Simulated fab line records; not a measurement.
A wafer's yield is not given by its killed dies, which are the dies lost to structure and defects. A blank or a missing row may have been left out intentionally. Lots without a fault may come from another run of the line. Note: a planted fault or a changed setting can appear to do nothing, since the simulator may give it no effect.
What tool caused it? ; flow n5-finfet ; 25 wafers sampled from 9 lots at 1 step of a route of 1938

WHAT THE GAUGES SHOWED, per wafer
N5_BEOL_M4_RC_MEAS_101. Usual: DIBL_N 36.2 mV/V, standard deviation 2; DIBL_P 36.1 mV/V, standard deviation 2.4; IOFF_N 0.16 nA/um, standard deviation 0.035; IOFF_P 0.22 nA/um, standard deviation 0.041; ION_N 675 uA/um, standard deviation 14; ION_P 465 uA/um, standard deviation 8.6; SS_N 71.5 mV/dec, standard deviation 0.64; SS_P 73.2 mV/dec, standard deviation 0.76; VT_N 250 mV, standard deviation 3.9; VT_P -249 mV, standard deviation 3.4.
lot;measured;on;DIBL_N (mV/V);DIBL_P (mV/V);IOFF_N (nA/um);IOFF_P (nA/um);ION_N (uA/um);ION_P (uA/um);SS_N (mV/dec);SS_P (mV/dec);VT_N (mV);VT_P (mV);flag
L153;day 8 07:03;prober-02;38.0 38.1;37.1 37.0;0.19 0.19;0.23 0.22;692 686;470 465;72.1 71.9;73.5 73.8;247 249;-248 -252;
L157;day 9 07:08;prober-02;32.9 34.0 33.6;33.1 35.1 35.0;0.10 0.12 0.10;0.15 0.18 0.17;650 658 643;449 463 454;71.1 71.1 70.4;71.9 72.5 73.3;256 254 257;-252 -250 -252;
L161;day 9 21:13;prober-01;35.8 39.0 36.4;36.1 40.3 37.6;0.17 0.22 0.18;0.22 0.29 0.25;674 679 686;459 463 467;72.0 72.3 70.7;72.8 73.5 74.2;245 248 248;-247 -244 -245;
L162;day 10 09:11;prober-02;38.0 36.3 37.2;38.3 37.4 37.9;0.20 0.17 0.18;0.25 0.24 0.25;684 675 673;474 469 469;70.9 70.7 71.1;73.9 74.4 73.4;243 247 245;-247 -249 -247;
L160;day 10 09:42;prober-01;38.1 35.5 39.5;38.1 34.8 39.4;0.19 0.14 0.23;0.27 0.23 0.31;684 669 694;475 472 474;71.7 71.5 72.5;73.3 72.6 74.0;246 253 246;-244 -249 -245;
L163;day 10 10:59;prober-02;36.6 39.9 39.2;35.6 38.2 39.2;0.15 0.20 0.21;0.20 0.24 0.23;679 688 693;463 464 468;71.3 72.2 72.0;73.9 74.2 74.3;250 248 246;-251 -248 -249;
L166;day 11 15:52;prober-01;37.1 35.0 36.6;38.2 35.3 38.1;0.16 0.13 0.16;0.24 0.19 0.23;678 661 679;467 461 472;71.9 71.2 71.1;73.2 72.9 73.7;249 254 251;-248 -249 -248;
L172;day 13 05:14;prober-02;34.1 36.5;34.6 36.2;0.12 0.16;0.19 0.19;664 652;465 443;71.1 72.1;73.1 74.3;257 251;-251 -254;
L176;day 14 02:49;prober-01;36.4 36.0 33.9;36.3 36.5 33.8;0.15 0.14 0.12;0.18 0.18 0.16;654 671 669;446 454 458;71.6 71.5 70.8;73.3 73.3 71.7;257 254 254;-255 -254 -256;

TOOL THAT RAN EACH LOT (tool first, then ch and the chambers of the sampled wafers, then the start)
Record: no process step prior to these readings.

AS READ BY THE TOOLS THEMSELVES (means over the sampled wafers that have a number; for cases with no such wafer, the mark the record gives instead)
The record holds no such reading with a usual standard deviation.

THE ANSWER, worked out from the rows above alone
Rule: lot off if the mean of its wafers having a number is beyond 3 standard deviations from the usual mean. A lot without any number at a reading at which 4 lots or more have one is off too. The other lots that the step has rows for count as sound. The gauges are gone through in route order, then the tools' own readings, and for those a lot's mean is taken as printed above. The first step at which some lot is off is used, and at that step the reading that is off furthest; a lot without a number counts as furthest.
None of the lots is off at any reading shown; this tells nothing.

WHAT WAS PUT IN BY THE SIMULATOR
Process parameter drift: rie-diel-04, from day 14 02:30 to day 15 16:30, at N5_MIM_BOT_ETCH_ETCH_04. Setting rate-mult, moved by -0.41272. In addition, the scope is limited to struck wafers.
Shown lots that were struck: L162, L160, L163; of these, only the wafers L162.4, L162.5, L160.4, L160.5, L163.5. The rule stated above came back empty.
